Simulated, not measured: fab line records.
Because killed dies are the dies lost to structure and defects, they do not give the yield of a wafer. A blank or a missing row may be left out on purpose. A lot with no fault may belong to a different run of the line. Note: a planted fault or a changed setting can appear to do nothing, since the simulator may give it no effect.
fab line records    flow nandHarc
record lots=12  wafers=36  lastDay=33
route steps=1302 shown A_CHANNEL_HOLE_D1@488 A_CHANNEL_FILL_D1@499
lots with no fault: from the same line, run without faults
startH: hours from the record's first day to the start of the lot's first wafer shown    waitH: hours elapsed since this lot's preceding step    " the same as in the row above    L1.1+2: a row that stands for several wafers    - either no value or no given start    * or withheld: withheld    < > ~ a bound
route shown NAME@n: a module of which the file shows steps, and the number in the route of the first    usual: mean/standard deviation of fault-free wafers    same: alike in all rows    chamber/n: place in a boat    sites: each site's reading    _std_site: standard deviation of those values    _edge_site: mean of outer sites minus mean of inner sites    radiusMm: for every site, how far away it sits from the centre of the wafer    mask NAME#n: copy n    behind: the tool/chamber that last shaped the wafer    hold: reason for holding the lot/hours on hold/outcome of the hold    device: transistor that didn't switch, given as n, p or np    end of line: the route-end tests of the same wafers    step lacking rows: just its recipe    killed: the dies lost at the first sort to structure and to defects; this is not the yield of the wafer    map: per-die view of a wafer (x killed, . not killed, _ where there is no die)
set.NAME: setting as actually run; set.NAME@STEP: the setting as run at that earlier step    model.NAME: the simulator's own value behind a step, which no gauge read
steps of the route over a sample of lots; a table a step, a row a wafer
services: the hour from which a tool's chamber was out of use, counted from the record's first day as startH (under 0 if before that day), plus the number of hours and why
## steps
# step NHARC_A_CHANNEL_HOLE_D1_XSEM_31
# recipe landingEnergyEv=35000
# usual botCdNm=75.4/1.9  bowNm=8.63/0.23  tiltDeg=0.08/0.034
lot.wafer  tool     chamber  startH  waitH  botCdNm  bowNm  tiltDeg
L101.1     xsem-01  0        189.91  0.1    76.4     8.81   0.07
L101.4     "        0        "       "      74.4     8.83   0.07
L101.6     "        0        "       "      77.4     8.80   0.07
L102.1     xsem-02  0        192.61  0.1    74.6     8.49   0.14
L102.2     "        0        "       "      77.6     8.54   0.15
L102.5     "        0        "       "      76.7     8.50   0.14
L103.2     xsem-01  0        208.01  0.1    71.5     8.34   0.09
L103.5     "        0        "       "      71.4     8.36   0.09
L103.6     "        0        "       "      72.2     8.34   0.09
L104.2     xsem-01  0        216.36  0.1    74.3     8.42   0.11
L104.3     "        0        "       "      76.0     8.43   0.11
L104.6     "        0        "       "      77.3     8.46   0.11
L105.1     xsem-01  0        233.24  0.1    76.2     8.76   0.07
L105.3     "        0        "       "      77.0     8.78   0.07
L105.6     "        0        "       "      75.4     8.79   0.07
L108.2     xsem-02  0        259.16  0.1    72.2     8.38   0.08
L108.3     "        0        "       "      73.0     8.36   0.08
L108.4     "        0        "       "      75.4     8.43   0.08
L110.1     xsem-02  0        274.86  0.1    77.9     8.78   0.07
L110.2     "        0        "       "      76.5     8.76   0.07
L110.4     "        0        "       "      75.9     8.72   0.07
L117.2     xsem-01  0        345.38  0.1    76.2     8.53   0.07
L117.5     "        0        "       "      75.1     8.47   0.07
L117.6     "        0        "       "      76.9     8.49   0.08
L118.2     xsem-02  0        356.78  0.1    76.5     8.84   0.12
L118.4     "        0        "       "      75.8     8.85   0.12
L118.5     "        0        "       "      75.4     8.93   0.12
L120.2     xsem-02  0        400.42  0.1    71.9     8.37   0.10
L120.4     "        0        "       "      75.2     8.36   0.10
L120.6     "        0        "       "      75.9     8.33   0.10
L122.1     xsem-01  0        403.96  0.1    74.1     8.69   0.03
L122.2     "        0        "       "      73.2     8.79   0.03
L122.5     "        0        "       "      72.9     8.85   0.03
L123.3     xsem-01  0        416.11  0.1    80.1     8.33   0.06
L123.5     "        0        "       "      76.2     8.31   0.06
L123.6     "        0        "       "      77.2     8.32   0.06
# step NHARC_A_CHANNEL_FILL_D1_ETCHBACK_19
# recipe targetDepthA=50  timeS=1.7  hbrFlowSccm=150  cl2FlowSccm=50  rfW=400  icpW=400  biasW=100  chemistry=HBr/Cl2
# usual drypumpMotorCurrentA=5.7/0.52  heBacksideLeakSccm=2.7/0.3  oesProductAu=1.000/0.013  rfFwdPowerW=389.9/1.2  throttleValvePct=26.405/0.0095
lot.wafer  tool      chamber  startH  waitH  drypumpMotorCurrentA  heBacksideLeakSccm  oesProductAu  rfFwdPowerW  rfHoursCounterH  throttleValvePct
L102.2     rieSi-01  1        214.59  0.4    6.5                   3.5                 0.999         389.6        0.1              26.421
L102.1     "         0        "       "      6.0                   2.5                 1.030         389.9        0.1              26.418
L102.5     "         1        "       "      6.4                   2.6                 0.991         389.8        -                26.421
L101.4     rieSi-03  2        214.60  0.4    5.0                   2.5                 1.034         389.5        1.1              26.385
L101.1     "         0        "       "      6.5                   2.5                 0.987         389.9        1.1              26.410
L101.6     "         1        "       "      5.6                   2.9                 0.996         390.9        -                26.400
L103.2     rieSi-05  2        232.67  0.4    5.7                   2.4                 1.006         390.7        0.6              26.394
L103.5     "         3        "       "      6.1                   2.9                 1.026         390.4        -                26.403
L103.6     "         0        "       "      5.4                   2.3                 0.990         390.4        -                26.402
L104.3     rieSi-01  3        243.34  0.4    5.7                   2.5                 0.995         388.7        0.2              26.411
L104.2     "         2        "       "      5.8                   2.8                 0.986         388.2        0.2              26.414
L104.6     "         0        "       "      6.0                   2.3                 1.022         388.8        -                26.401
L105.3     rieSi-01  2        260.37  0.4    5.8                   2.6                 0.993         388.9        0.3              26.390
L105.1     "         1        "       "      6.4                   2.9                 0.995         389.3        0.3              26.414
L105.6     "         3        "       "      5.7                   2.6                 1.001         389.5        -                26.403
L108.4     rieSi-03  1        286.94  0.4    5.6                   3.0                 0.984         390.9        0.5              26.399
L108.2     "         2        "       "      5.1                   2.4                 0.998         392.0        0.4              26.400
L108.3     "         3        "       "      4.8                   2.8                 0.996         390.9        0.3              26.417
L110.4     rieSi-05  2        300.69  0.4    5.7                   2.3                 1.021         390.3        1.0              26.401
L110.1     "         3        "       "      6.1                   2.9                 1.018         389.9        0.9              26.407
L110.2     "         0        "       "      5.4                   2.3                 0.985         391.1        0.9              26.404
L117.2     rieSi-03  2        371.82  0.4    5.0                   2.4                 0.996         390.5        1.0              26.411
L117.6     "         0        "       "      6.5                   2.7                 0.999         387.6        -                26.408
L117.5     "         1        "       "      5.6                   2.9                 0.997         389.1        -                26.399
L118.2     rieSi-03  2        384.23  0.4    5.1                   2.6                 1.009         390.0        1.0              26.395
L118.4     "         0        "       "      6.5                   2.7                 1.005         390.5        0.9              26.401
L118.5     "         2        "       "      5.1                   2.6                 0.997         389.4        -                26.389
L120.2     rieSi-05  2        424.44  0.4    5.7                   2.3                 0.988         388.8        0.8              26.393
L120.4     "         3        "       "      6.1                   2.9                 1.009         392.8        0.8              26.419
L120.6     "         2        "       "      5.7                   2.4                 0.984         391.0        -                26.391
L122.1     rieSi-03  1        428.82  0.4    5.6                   2.7                 1.000         390.3        0.2              26.415
L122.2     "         2        "       "      5.1                   2.4                 1.007         391.2        0.2              26.411
L122.5     "         1        "       "      5.6                   2.7                 0.998         390.6        -                26.410
L123.3     rieSi-01  1        438.73  0.4    6.4                   2.6                 1.011         392.8        0.3              26.401
L123.5     "         0        "       "      6.0                   2.2                 0.998         388.3        -                26.427
L123.6     "         1        "       "      6.4                   2.7                 0.993         391.5        -                26.403
# step NHARC_A_CHANNEL_FILL_D1_ETCHBACK_20
# recipe targetDepthA=270  timeS=13.5  c4f8FlowSccm=withheld  o2FlowSccm=8  arFlowSccm=withheld  rfW=600  biasW=1500  chemistry=C4F8/O2/Ar
# usual oesProductAu=0.96/0.038  rfFwdPowerW=586.5/2.6  rfVppV=979/5.6
lot.wafer  tool        chamber  startH  waitH  oesProductAu  rfFwdPowerW  rfHoursCounterH  rfVppV
L102.2     rieDiel-03  1        214.71  -      0.93          587.8        5.5              975
L102.1     "           0        "       "      0.94          587.2        4.7              984
L102.5     "           2        "       "      0.92          585.4        -                979
L101.1     rieDiel-01  0        214.72  -      1.01          588.3        0.1              976
L101.4     "           2        "       "      1.00          585.1        0.0              980
L101.6     "           0        "       "      1.02          589.6        -                977
L103.2     rieDiel-01  1        232.78  -      0.98          583.8        1.5              987
L103.5     "           3        "       "      1.01          583.5        -                968
L103.6     "           0        "       "      1.02          588.9        -                976
L104.3     rieDiel-03  3        243.49  -      0.92          585.7        6.3              988
L104.2     "           0        "       "      0.92          587.9        7.4              984
L104.6     "           1        "       "      0.92          585.7        -                975
L105.1     rieDiel-03  2        260.51  -      0.93          584.5        9.1              978
L105.3     "           3        "       "      0.93          586.0        6.7              989
L105.6     "           1        "       "      0.93          586.7        -                976
L108.2     rieDiel-01  1        287.07  -      0.92          585.6        3.7              986
L108.4     "           2        "       "      0.93          586.1        3.7              979
L108.3     "           0        "       "      0.92          590.2        4.0              976
L110.2     rieDiel-03  2        300.81  -      0.98          586.1        0.3              979
L110.1     "           0        "       "      1.03          592.4        0.2              984
L110.4     "           1        "       "      1.00          588.1        0.3              976
L117.2     rieDiel-03  0        371.94  -      0.98          589.3        5.2              985
L117.5     "           2        "       "      0.97          585.4        -                978
L117.6     "           3        "       "      1.09          680.5        -                988
L118.2     rieDiel-11  1        384.37  -      0.91          586.6        7.5              975
L118.4     "           2        "       "      0.91          589.2        5.8              979
L118.5     "           3        "       "      0.92          585.6        -                985
L120.2     rieDiel-01  3        424.57  -      0.99          583.6        1.8              968
L120.4     "           2        "       "      1.02          586.4        1.8              979
L120.6     "           3        "       "      1.00          582.1        -                970
L122.2     rieDiel-11  3        428.93  -      0.90          584.2        8.4              987
L122.1     "           2        "       "      0.91          588.8        8.8              978
L122.5     "           3        "       "      0.91          583.0        -                986
L123.3     rieDiel-11  1        438.85  -      0.92          588.1        9.9              976
L123.5     "           1        "       "      0.93          587.0        -                977
L123.6     "           2        "       "      0.91          592.1        -                977
# step NHARC_A_CHANNEL_FILL_D1_STRIP_29
# recipe timeS=20  o2FlowSccm=500  arFlowSccm=0  biasW=0  chemistry=O2
# usual drypumpMotorCurrentA=5.7/0.31  oesProductAu=0.996/0.012  rfVppV=57.9/0.9  showerheadPlenumPTorr=3.56/0.14  throttleValvePct=17.036/0.0081
lot.wafer  tool        chamber  startH  waitH  drypumpMotorCurrentA  oesProductAu  rfHoursCounterH  rfVppV  showerheadPlenumPTorr  throttleValvePct
L101.1     rieDiel-01  0        -       -      5.2                   1.015         1.5              57.3    3.48                   17.050
L101.4     "           3        "       "      5.9                   1.000         1.6              56.5    3.32                   17.036
L101.6     "           0        "       "      5.2                   1.018         -                58.1    3.48                   17.034
L102.1     rieDiel-11  3        -       -      5.4                   1.006         7.1              59.6    3.73                   17.043
L102.2     "           0        "       "      6.0                   0.997         6.9              56.6    3.43                   17.027
L102.5     "           0        "       "      6.1                   0.997         -                59.1    3.43                   17.044
L103.2     rieDiel-01  1        -       -      5.8                   0.992         2.4              57.9    3.74                   17.035
L103.5     "           1        "       "      5.8                   0.988         -                57.5    3.74                   17.038
L103.6     "           2        "       "      5.8                   1.018         -                57.8    3.55                   17.037
L104.2     rieDiel-01  2        -       -      5.8                   1.002         2.7              57.2    3.55                   17.042
L104.3     "           3        "       "      5.9                   1.006         2.3              55.4    3.32                   17.015
L104.6     "           3        "       "      5.9                   1.008         -                58.3    3.32                   17.043
L105.1     rieDiel-03  3        -       -      5.8                   0.995         8.2              58.5    3.79                   17.036
L105.3     "           1        "       "      5.5                   1.006         10.8             57.6    3.46                   17.048
L105.6     "           3        "       "      5.8                   0.996         -                57.5    3.79                   17.041
L108.4     rieDiel-11  0        -       -      6.1                   0.998         1.2              57.1    3.43                   17.036
L108.2     "           1        "       "      6.1                   0.988         1.7              56.4    3.49                   17.024
L108.3     "           2        "       "      5.9                   0.980         1.4              57.8    3.52                   17.028
L110.4     rieDiel-01  0        -       -      5.2                   1.007         5.1              59.0    3.48                   17.043
L110.2     "           2        "       "      5.7                   1.001         4.8              57.8    3.55                   17.044
L110.1     "           3        "       "      5.9                   1.006         4.7              57.4    3.32                   17.038
L117.2     rieDiel-03  3        -       -      5.8                   1.001         4.5              57.4    3.79                   17.040
L117.5     "           2        "       "      6.2                   0.977         -                57.8    3.54                   17.029
L117.6     "           3        "       "      5.8                   1.004         -                58.3    3.79                   17.041
L118.4     rieDiel-11  1        -       -      6.1                   0.979         8.9              58.6    3.49                   17.030
L118.2     "           3        "       "      5.4                   0.978         6.5              59.0    3.72                   17.035
L118.5     "           2        "       "      5.8                   0.986         -                56.0    3.52                   17.038
L120.2     rieDiel-03  1        -       -      5.5                   0.976         7.7              58.7    3.46                   17.049
L120.4     "           0        "       "      5.4                   1.002         8.4              57.0    3.68                   17.055
L120.6     "           2        "       "      6.2                   0.997         -                58.9    3.53                   17.015
L122.1     rieDiel-11  2        -       -      5.9                   0.979         9.0              58.5    3.52                   17.026
L122.2     "           3        "       "      5.3                   0.995         8.6              58.7    3.72                   17.022
L122.5     "           0        "       "      6.1                   1.013         -                59.8    3.42                   17.042
L123.3     rieDiel-03  1        -       -      5.5                   0.974         9.0              57.2    3.46                   17.040
L123.6     "           0        "       "      5.4                   1.006         -                57.6    3.68                   17.034
L123.5     "           1        "       "      5.4                   0.987         -                57.9    3.46                   17.030
## services
tool        chamber  startH  hours  kind
rieDiel-03  0        167.50  3.0    repair
rieSi-03    1        195.61  4.7    repair
rieDiel-01  -        203.80  9.0    pm
rieDiel-03  3        208.75  21.2   repair
rieSi-03    1        210.17  4.2    repair
rieSi-03    -        221.00  9.0    pm
rieSi-03    2        239.09  2.4    repair
rieDiel-01  3        241.25  8.4    repair
rieDiel-03  -        250.18  1.0    repair
rieDiel-03  0        271.41  5.2    repair
rieDiel-11  -        275.31  9.0    pm
rieDiel-03  -        281.30  9.0    pm
rieDiel-03  3        320.88  14.5   repair
rieDiel-11  2        325.45  2.1    repair
rieSi-03    -        353.43  0.1    repair
xsem-01     -        374.00  14.0   pm
rieSi-03    1        374.91  7.7    repair
rieDiel-01  2        378.22  4.1    repair
rieDiel-01  -        380.80  9.0    pm
rieDiel-03  1        390.29  5.9    repair
rieDiel-03  2        393.29  4.2    repair
rieDiel-01  -        395.79  0.6    repair
rieDiel-11  1        418.85  7.8    repair
rieDiel-11  -        452.40  9.0    pm
## key
firstSign step=NHARC_A_CHANNEL_FILL_D1_ETCHBACK_20  reading=rfFwdPowerW  direction=up  sigmas=37  usual=*  struck=*
effect step=NHARC_A_CHANNEL_FILL_D1_ETCHBACK_20  reading=oesProductAu  direction=up  sigmas=3.3  usual=0.96  struck=1.09
metAt NHARC_A_CHANNEL_FILL_D1_ETCHBACK_20
struckLots L117
struckWafers L117.6
testerLeftOut L117
notActingAt NHARC_A_CHANNEL_HOLE_D1_XSEM_31,NHARC_A_CHANNEL_FILL_D1_ETCHBACK_19,NHARC_A_CHANNEL_FILL_D1_STRIP_29
onsetBetween 260.51 371.94
fault kind=processParameterDrift  tool=rieDiel-03  chamber=3  onsetH=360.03  steps=NHARC_A_CHANNEL_FILL_D1_ETCHBACK_20  channel=rfW  offset=*  shape=step  endH=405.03  actsIn=*  stated=*
# testerLeftOut: of these lots the tester's yield and bins aren't shown, on N5 and GAA mostly nor the transistor test; their killed dies are dies lost to structure and defects alone, not to doping, threshold or leakage, so they don't give the yield
